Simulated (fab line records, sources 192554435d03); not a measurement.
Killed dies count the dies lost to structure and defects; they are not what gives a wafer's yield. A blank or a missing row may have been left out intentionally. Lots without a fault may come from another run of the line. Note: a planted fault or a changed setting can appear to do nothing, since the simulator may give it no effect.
A lot that was struck, set against a sound lot    flow n5_finfet    36 steps out of a route of 1938
Sound: the wafers L722.1, L722.4, L722.5. Struck: wafer L709.1; the same lot's L709.3 was not struck, so it is left out; see the end for the cause.
For every step that has rows: the tool of each side, followed by ch and its chambers, followed by its first start. Under that, the readings that differ: sound wafers    struck wafers    difference of the means    sigmas: that difference in standard deviations of wafers without a fault.
alike: words and numbers the same on both sides, and readings whose means are apart by under 2 such deviations; not compared: readings that were withheld, readings missing a value for some wafer, numbers with overlapping values and no deviation given by the record, and bounds like >300 which may hide the same value.
Wherever a step has rows on one side only, a row that says differs or no value, or a row with sigmas, the two part there. Numbers that don't overlap but have no deviation are shown without sigmas and don't part them. Lack of a reading on every wafer of one side parts them only where that side has two or more wafers.

first, 12 steps without rows for these wafers: N5_SD_EPI_P_STRIP_38 (strips in N2/H2); N5_SD_EPI_P_ETCHBACK_46 (etches SiNx in CH3F/O2, stops on SiO2, target depth 17.5 nm); N5_SD_EPI_P_ETCH_47 (etches SiOCN in CH3F/O2, target depth 25 nm); N5_SD_EPI_P_ETCH_16 (etches SiO2 in CHF3/O2, target depth 5 nm); N5_SD_EPI_P_STRIP_50 (strips in CHF3/O2); N5_SD_EPI_P_SD_RECESS_17 (chemistry HBr/Cl2/O2, target depth 39.1 nm, bt time 3 s); N5_SD_EPI_P_WET_ETCH_45 (etches SiO2 in dHF, time 10.7 s, target depth 2 nm, rinse time 30 s); N5_SD_EPI_P_STRIP_40 (strips in N2/H2); N5_SD_EPI_P_PRECLEAN_52 (cleans in O3/DIW, time 60 s); N5_SD_EPI_P_SRD_20 (time 30 s); N5_SD_EPI_P_PRECLEAN_51 (cleans in NF3:NH3, afs cycles 1, time 20 s, sublimation time 60 s); N5_SD_EPI_P_VAPOR_ETCH_44 (etches SiGe30 in NF3/Ar, time 3.3 s).
N5_SD_EPI_P_EPI_21: deposits SiGe:B, time 355 s.
  sound on epi_rpcvd-04 ch 0, day 8 08:11; struck on epi_rpcvd-03 ch 0, day 5 04:59
reading                                      sound           struck  difference  sigmas
epi_growth_time_s (s)                        355 355 355     472.06  +117.06     
model.SiGe-B_of_SD_EPI_P_EPI_21.thk_nm (nm)  61.4 61.4 60.4  72.6    +11.5       
  alike: chamber_pressure_Torr
N5_SD_EPI_P_EPI_MEAS_23:
  sound: film_metro-01 at day 8 10:22; struck: film_metro-01 at day 5 07:11
reading      sound           struck  difference  sigmas
thk_nm (nm)  61.1 61.4 61.1  72.5    +11.3       +9
then, 20 steps without rows for these wafers: N5_SD_EPI_P_HM_STRIP_48 (strips SiNx in H3PO4, material SiNx, target depth 3 nm); N5_SD_EPI_P_SRD_49 (time 30 s); N5_SD_EPI_P_PRECLEAN_24 (cleans in O3/DIW, time 45 s); N5_SD_EPI_P_PRECLEAN_32 (cleans in dHF, time 10 s); N5_SD_EPI_P_PRECLEAN_33 (cleans in SC2, time 45 s); N5_SD_EPI_P_SRD_25 (time 30 s); N5_SD_ACTIVATION_RTA_00 (time 0 s); N5_SD_ACTIVATION_LSA_01 (time 0.0008 s); N5_ILD0_LINER_00 (material SiNx, target thk 4 nm, pulse time 1 s, purge time 2 s); N5_ILD0_FCVD_FILL_01 (material SiO2 flowable, target thk 200 nm, time 328.3 s); N5_ILD0_CURE_02 (time 1800 s); N5_ILD0_CMP_03 (polishes, stops on SiNx, t overpolish 1.9 s, target thk 197.38 nm); N5_ILD0_CMP_07 (polishes SiO2 flowable, stops on poly-Si, t overpolish 1.18 s, target thk 138.88 nm); N5_ILD0_PRECLEAN_10 (cleans in NF3:NH3, afs cycles 5, time 20 s, sublimation time 60 s); N5_ILD0_ALD_15 (deposits SiNx, target thk 24 nm, pulse time 1 s, ald cycles 480); N5_ILD0_CMP_12 (polishes SiNx, stops on poly-Si, t overpolish 6 s, target thk 17.67 nm); N5_SDB_HM_DEP_00 (deposits SiNx from SiH4/NH3/N2, target thk 40 nm, time 35.3 s); N5_SDB_COAT_03 (time 60 s, resist thk 100 nm); N5_SDB_COAT_04 (time 60 s, resist thk 18 nm); N5_SDB_COAT_05 (resist thk 90 nm).
N5_MOL_CONTACT_COAG_ETCH_110: etches Si in CF4/O2, target depth 2.5 nm, time 8 s.
  sound on rie_diel-06 ch 0,3, day 9 17:05; struck on rie_diel-05 ch 1, day 6 16:18
reading                                      sound           struck  difference  sigmas
model.SiGe-B_of_SD_EPI_P_EPI_21.thk_nm (nm)  58.4 58.6 57.4  69      +11         
  alike: drypump_motor_current_A, oes_product_au, rf_vpp_V, showerhead_plenum_p_Torr, throttle_valve_pct
  not compared: rf_hours_counter_h
N5_PASSIVATION_PROBE_49:
  the record has rows for the sound wafers here (prober-01, day 17 23:21) and none for the struck ones

## WHERE THEY PART
Earliest at N5_SD_EPI_P_EPI_MEAS_23; latest, in this record, at N5_PASSIVATION_PROBE_49.

WHY: the cause the simulator had injected
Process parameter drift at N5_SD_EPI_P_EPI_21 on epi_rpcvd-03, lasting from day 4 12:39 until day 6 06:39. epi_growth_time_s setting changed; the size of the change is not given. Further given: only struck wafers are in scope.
